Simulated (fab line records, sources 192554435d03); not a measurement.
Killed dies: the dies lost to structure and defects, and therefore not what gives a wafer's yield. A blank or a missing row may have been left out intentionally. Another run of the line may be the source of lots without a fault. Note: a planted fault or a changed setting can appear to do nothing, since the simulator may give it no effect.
Split-lot study || flow n5_finfet || route with 1938 steps; 7 lots, 21 wafers read

## THE SPLIT
At N5_BEOL_M11_COAT_05 (resist thk 90 nm), the setting spin_rpm was moved away from the recipe's 1500 rpm on 8 of the 21 wafers read, by -9.3% to +11.2%. For the rest of the wafers, this setting stayed at what the recipe calls for.

## FROM THE SPLIT TO THE READING: what the file shows between them, 5 steps
- N5_BEOL_M11_EBR_07
- N5_BEOL_M11_SOFTBAKE_06: time 60 s
- N5_BEOL_M11_EXPOSE_08: exposes mask M11
- N5_BEOL_M11_PEB_09: peb time 60 s
- N5_BEOL_M11_DEVELOP_10: develop time 30 s

## THE READING
CAR-ArF_of_BEOL_M11_COAT_05.thk_nm (the simulator's own value, which no gauge read), in nm, at N5_BEOL_M11_DESCUM_16 (chemistry O2, time 7.9 s). No usual value for it is given in the file. Here, 13 wafers ran the recipe; their average is 83.3 nm with a standard deviation of 0.61 nm.

{"wafer": "L074.1", "tool, chamber at the split": "litho_track-05, 0", "spin_rpm as run, rpm": 1500, "against the recipe": "recipe", "CAR-ArF_of_BEOL_M11_COAT_05.thk_nm, nm": 83, "against lot-mates on the recipe": "-"}
{"wafer": "L074.2", "tool, chamber at the split": "litho_track-05, 0", "spin_rpm as run, rpm": 1668, "against the recipe": "+11.2%", "CAR-ArF_of_BEOL_M11_COAT_05.thk_nm, nm": 78.4, "against lot-mates on the recipe": -4.0}
{"wafer": "L074.3", "tool, chamber at the split": "litho_track-05, 0", "spin_rpm as run, rpm": 1500, "against the recipe": "recipe", "CAR-ArF_of_BEOL_M11_COAT_05.thk_nm, nm": 81.8, "against lot-mates on the recipe": "-"}
{"wafer": "L076.1", "tool, chamber at the split": "litho_track-01, 0", "spin_rpm as run, rpm": 1364, "against the recipe": "-9.1%", "CAR-ArF_of_BEOL_M11_COAT_05.thk_nm, nm": 89, "against lot-mates on the recipe": "+4.4"}
{"wafer": "L076.2", "tool, chamber at the split": "litho_track-01, 0", "spin_rpm as run, rpm": 1364, "against the recipe": "-9.1%", "CAR-ArF_of_BEOL_M11_COAT_05.thk_nm, nm": 88.8, "against lot-mates on the recipe": "+4.2"}
{"wafer": "L076.6", "tool, chamber at the split": "litho_track-01, 0", "spin_rpm as run, rpm": 1500, "against the recipe": "recipe", "CAR-ArF_of_BEOL_M11_COAT_05.thk_nm, nm": 84.6, "against lot-mates on the recipe": "-"}
{"wafer": "L083.3", "tool, chamber at the split": "litho_track-04, 0", "spin_rpm as run, rpm": 1500, "against the recipe": "recipe", "CAR-ArF_of_BEOL_M11_COAT_05.thk_nm, nm": 83.4, "against lot-mates on the recipe": "-"}
{"wafer": "L083.4", "tool, chamber at the split": "litho_track-04, 0", "spin_rpm as run, rpm": 1608, "against the recipe": "+7.2%", "CAR-ArF_of_BEOL_M11_COAT_05.thk_nm, nm": 80.6, "against lot-mates on the recipe": -2.8}
{"wafer": "L083.5", "tool, chamber at the split": "litho_track-04, 0", "spin_rpm as run, rpm": 1608, "against the recipe": "+7.2%", "CAR-ArF_of_BEOL_M11_COAT_05.thk_nm, nm": 80.4, "against lot-mates on the recipe": -3.0}
{"wafer": "L089.1", "tool, chamber at the split": "litho_track-01, 0", "spin_rpm as run, rpm": 1500, "against the recipe": "recipe", "CAR-ArF_of_BEOL_M11_COAT_05.thk_nm, nm": 83.2, "against lot-mates on the recipe": "-"}
{"wafer": "L089.4", "tool, chamber at the split": "litho_track-01, 0", "spin_rpm as run, rpm": 1500, "against the recipe": "recipe", "CAR-ArF_of_BEOL_M11_COAT_05.thk_nm, nm": 82.8, "against lot-mates on the recipe": "-"}
{"wafer": "L089.5", "tool, chamber at the split": "litho_track-01, 0", "spin_rpm as run, rpm": 1500, "against the recipe": "recipe", "CAR-ArF_of_BEOL_M11_COAT_05.thk_nm, nm": 83.4, "against lot-mates on the recipe": "-"}
{"wafer": "L092.1", "tool, chamber at the split": "litho_track-04, 0", "spin_rpm as run, rpm": 1500, "against the recipe": "recipe", "CAR-ArF_of_BEOL_M11_COAT_05.thk_nm, nm": 83.6, "against lot-mates on the recipe": "-"}
{"wafer": "L092.4", "tool, chamber at the split": "litho_track-04, 0", "spin_rpm as run, rpm": 1500, "against the recipe": "recipe", "CAR-ArF_of_BEOL_M11_COAT_05.thk_nm, nm": 83.6, "against lot-mates on the recipe": "-"}
{"wafer": "L092.6", "tool, chamber at the split": "litho_track-04, 0", "spin_rpm as run, rpm": 1568, "against the recipe": "+4.5%", "CAR-ArF_of_BEOL_M11_COAT_05.thk_nm, nm": 81.4, "against lot-mates on the recipe": -2.2}
{"wafer": "L095.1", "tool, chamber at the split": "litho_track-04, 0", "spin_rpm as run, rpm": 1500, "against the recipe": "recipe", "CAR-ArF_of_BEOL_M11_COAT_05.thk_nm, nm": 83.6, "against lot-mates on the recipe": "-"}
{"wafer": "L095.4", "tool, chamber at the split": "litho_track-04, 0", "spin_rpm as run, rpm": 1500, "against the recipe": "recipe", "CAR-ArF_of_BEOL_M11_COAT_05.thk_nm, nm": 83.6, "against lot-mates on the recipe": "-"}
{"wafer": "L095.3", "tool, chamber at the split": "litho_track-04, 0", "spin_rpm as run, rpm": 1500, "against the recipe": "recipe", "CAR-ArF_of_BEOL_M11_COAT_05.thk_nm, nm": 83.2, "against lot-mates on the recipe": "-"}
{"wafer": "L096.2", "tool, chamber at the split": "litho_track-05, 0", "spin_rpm as run, rpm": 1360, "against the recipe": "-9.3%", "CAR-ArF_of_BEOL_M11_COAT_05.thk_nm, nm": 87.8, "against lot-mates on the recipe": "+4.8"}
{"wafer": "L096.4", "tool, chamber at the split": "litho_track-05, 0", "spin_rpm as run, rpm": 1360, "against the recipe": "-9.3%", "CAR-ArF_of_BEOL_M11_COAT_05.thk_nm, nm": 87.8, "against lot-mates on the recipe": "+4.8"}
{"wafer": "L096.5", "tool, chamber at the split": "litho_track-05, 0", "spin_rpm as run, rpm": 1500, "against the recipe": "recipe", "CAR-ArF_of_BEOL_M11_COAT_05.thk_nm, nm": 83, "against lot-mates on the recipe": "-"}

FIT RESULTS
A straight line over all 21 wafers: CAR-ArF_of_BEOL_M11_COAT_05.thk_nm changes by -0.489 nm for each +1% of spin_rpm; r = -0.97; the points scatter about the line by 0.65 nm.
The same after taking each lot's own level away (the mean of its wafers on the recipe; 21 wafers): -0.447 nm for each +1%; r = -0.99; scatter 0.38 nm.
The reading moves by 5 nm for the largest change in spin_rpm, on that fit.
Measured against the standard deviation above, the lots' own levels, which go from 82.40 to 84.60 nm, span 3.6 times it.
Consequently the slope shifts little with the lot-to-lot level, the two slopes agreeing.
Check: with one of the wafers moved furthest among these (+11.2%) left out of the fit, the line predicts -5.18 nm for it against its lot-mates. Against them it came out at -4 nm.

## THE WHOLE CHAIN: every reading that the file lists as answering this split, in the file's order
{"step": "N5_BEOL_M11_COAT_05", "what it does": "resist thk 90 nm", "reading": "CAR-ArF_of_BEOL_M11_COAT_05.thk_nm (the simulator's own value, which no gauge read)", "change (the file's fit)": "-0.444 nm for each +1% of the setting", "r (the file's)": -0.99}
{"step": "N5_BEOL_M11_DEVELOP_10", "what it does": "develop time 30 s", "reading": "CAR-ArF_of_BEOL_M11_COAT_05.thk_nm (the simulator's own value, which no gauge read)", "change (the file's fit)": "-0.449 nm for each +1% of the setting", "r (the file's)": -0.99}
{"step": "N5_BEOL_M11_DESCUM_16", "what it does": "chemistry O2, time 7.9 s", "reading": "CAR-ArF_of_BEOL_M11_COAT_05.thk_nm (the simulator's own value, which no gauge read)", "change (the file's fit)": "-0.434 nm for each +1% of the setting", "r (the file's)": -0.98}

## THE FILE'S OWN FIT
CAR-ArF_of_BEOL_M11_COAT_05.thk_nm changes by -0.434 nm for each +1% of spin_rpm, r = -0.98.
